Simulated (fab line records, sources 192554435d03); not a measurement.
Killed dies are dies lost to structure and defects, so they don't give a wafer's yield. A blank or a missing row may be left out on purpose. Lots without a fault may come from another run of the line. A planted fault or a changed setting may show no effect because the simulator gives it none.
Chamber matching | flow n5_finfet | N5_HKMG_FIN_ETCH_31 on rie_diel-05: 4 sister chambers
The step etches SiARC in CF4, target depth 45.5 nm, time 75.8 s. 18 wafers are shown with their chamber, then 9 later ones without.

WAFERS WITH THEIR CHAMBER
wafer  | chamber | showerhead_plenum_p_Torr (Torr) | drypump_motor_current_A (A) | throttle_valve_pct (%)
L077.2 | 2       | 2.25                            | 5.4                         | 15.25
L077.3 | 1       | 2.12                            | 5.1                         | 15.40
L077.5 | 2       | 2.25                            | 5.4                         | 15.25
L078.1 | 2       | 2.25                            | 5.3                         | 15.25
L078.2 | 0       | 2.26                            | 5.9                         | 15.89
L078.3 | 1       | 2.12                            | 5.1                         | 15.41
L083.1 | 2       | 2.25                            | 5.4                         | 15.26
L083.5 | 0       | 2.26                            | 5.9                         | 15.91
L083.6 | 1       | 2.11                            | 5.1                         | 15.44
L085.3 | 3       | 2.04                            | 6.4                         | 15.72
L085.4 | 0       | 2.26                            | 5.8                         | 15.93
L085.5 | 0       | 2.26                            | 5.9                         | 15.92
L087.2 | 1       | 2.11                            | 5.1                         | 15.44
L087.4 | 3       | 2.04                            | 6.4                         | 15.73
L087.5 | 2       | 2.25                            | 5.4                         | 15.28
L089.1 | 2       | 2.25                            | 5.4                         | 15.31
L089.2 | 1       | 2.11                            | 5.1                         | 15.46
L089.6 | 2       | 2.25                            | 5.3                         | 15.29

SIGNATURES (means of the wafers above)
reading                  | chamber 0 | chamber 1 | chamber 2 | chamber 3 | scatter within a chamber
showerhead_plenum_p_Torr | 2.2600    | 2.1140    | 2.2500    | 2.0400    | 0.00293
drypump_motor_current_A  | 5.875     | 5.100     | 5.371     | 6.400     | 0.0394
throttle_valve_pct       | 15.9125   | 15.4300   | 15.2700   | 15.7250   | 0.0219
Rule: a wafer's distance from a chamber is the root of the sum, over the readings, of the square of ((its reading less the chamber's mean) divided by the reading's scatter). The wafer belongs to the nearest chamber; if the next one is less than 2 further off, it can't be placed. The scatter: the root of (the sum of the squares of (reading less its chamber's mean) over the shown wafers, divided by (wafers less chambers)).

WAFERS WITHOUT THEIR CHAMBER
wafer  | showerhead_plenum_p_Torr (Torr) | drypump_motor_current_A (A) | throttle_valve_pct (%)
L094.1 | 2.24                            | 5.4                         | 15.32
L094.4 | 2.25                            | 5.9                         | 15.95
L094.5 | 2.25                            | 5.9                         | 15.97
L095.1 | 2.24                            | 5.4                         | 15.32
L095.4 | 2.10                            | 5.1                         | 15.52
L095.6 | 2.24                            | 5.4                         | 15.32
L096.3 | 2.10                            | 5.1                         | 15.49
L096.5 | 2.03                            | 6.4                         | 15.77
L096.6 | 2.25                            | 5.8                         | 15.95

WHICH CHAMBER EACH WENT THROUGH
wafer  | from the rows above | in truth
L094.1 | 2                   | 2
L094.4 | 0                   | 0
L094.5 | 0                   | 0
L095.1 | 2                   | 2
L095.4 | 1                   | 1
L095.6 | 2                   | 2
L096.3 | 1                   | 1
L096.5 | 3                   | 3
L096.6 | 0                   | 0
Placed correctly: 9 of 9. Can't be placed from these rows: 0. Placed wrongly: 0.
